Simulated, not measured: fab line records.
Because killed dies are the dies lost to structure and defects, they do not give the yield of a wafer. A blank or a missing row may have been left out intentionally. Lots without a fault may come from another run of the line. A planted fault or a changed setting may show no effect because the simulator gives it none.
Matching of chambers / flow nand harc / 3 sister chambers for NHARC_P_M0_PRE_CLEAN_31 on pecvd-02
The step time 12 s. 14 wafers are shown with their chamber, then 7 later ones without.

== WAFERS PAIRED WITH THEIR CHAMBERS ==
wafer=L080.1; chamber=1; heater power w (W)=685
wafer=L080.3; chamber=0; heater power w (W)=631
wafer=L080.5; chamber=0; heater power w (W)=638
wafer=L083.2; chamber=0; heater power w (W)=705
wafer=L083.4; chamber=1; heater power w (W)=706
wafer=L083.5; chamber=0; heater power w (W)=691
wafer=L088.1; chamber=2; heater power w (W)=551
wafer=L088.2; chamber=0; heater power w (W)=672
wafer=L088.5; chamber=0; heater power w (W)=693
wafer=L089.1; chamber=2; heater power w (W)=629
wafer=L089.3; chamber=1; heater power w (W)=605
wafer=L089.6; chamber=0; heater power w (W)=676
wafer=L095.3; chamber=2; heater power w (W)=570
wafer=L095.5; chamber=1; heater power w (W)=669

SIGNATURES, as means of the wafers listed above
reading=heater power w; chamber 0=672.29; chamber 1=666.25; chamber 2=583.33; scatter within a chamber=35.3
Rule: a wafer's distance from a chamber is the root of the sum, over the readings, of the square of ((its reading less the chamber's mean) divided by the reading's scatter). If the next closest chamber is less than 2 further off than the closest, the wafer can't be placed; otherwise it belongs to the closest. How the scatter is found: for the shown wafers, subtract from each reading the mean of its chamber, square and add these, divide the total by (wafers less chambers), then take the root.

== WAFERS WITHOUT THEIR CHAMBER ==
wafer=L095.6; heater power w (W)=576
wafer=L094.1; heater power w (W)=599
wafer=L094.3; heater power w (W)=668
wafer=L094.4; heater power w (W)=574
wafer=L097.1; heater power w (W)=629
wafer=L097.2; heater power w (W)=591
wafer=L097.5; heater power w (W)=574

== WHICH CHAMBER EACH WENT THROUGH ==
wafer=L095.6; from the rows above=2; in truth=2
wafer=L094.1; from the rows above=can't be placed: 2 or 1 or 0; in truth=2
wafer=L094.3; from the rows above=can't be placed: 1 or 0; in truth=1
wafer=L094.4; from the rows above=2; in truth=2
wafer=L097.1; from the rows above=can't be placed: 1 or 0 or 2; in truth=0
wafer=L097.2; from the rows above=can't be placed: 2 or 1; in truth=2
wafer=L097.5; from the rows above=2; in truth=2
Correct placement for 3 of the 7. Unplaceable from these rows: 4, with the true chamber sitting among the candidates in 4. 0 placed wrongly.
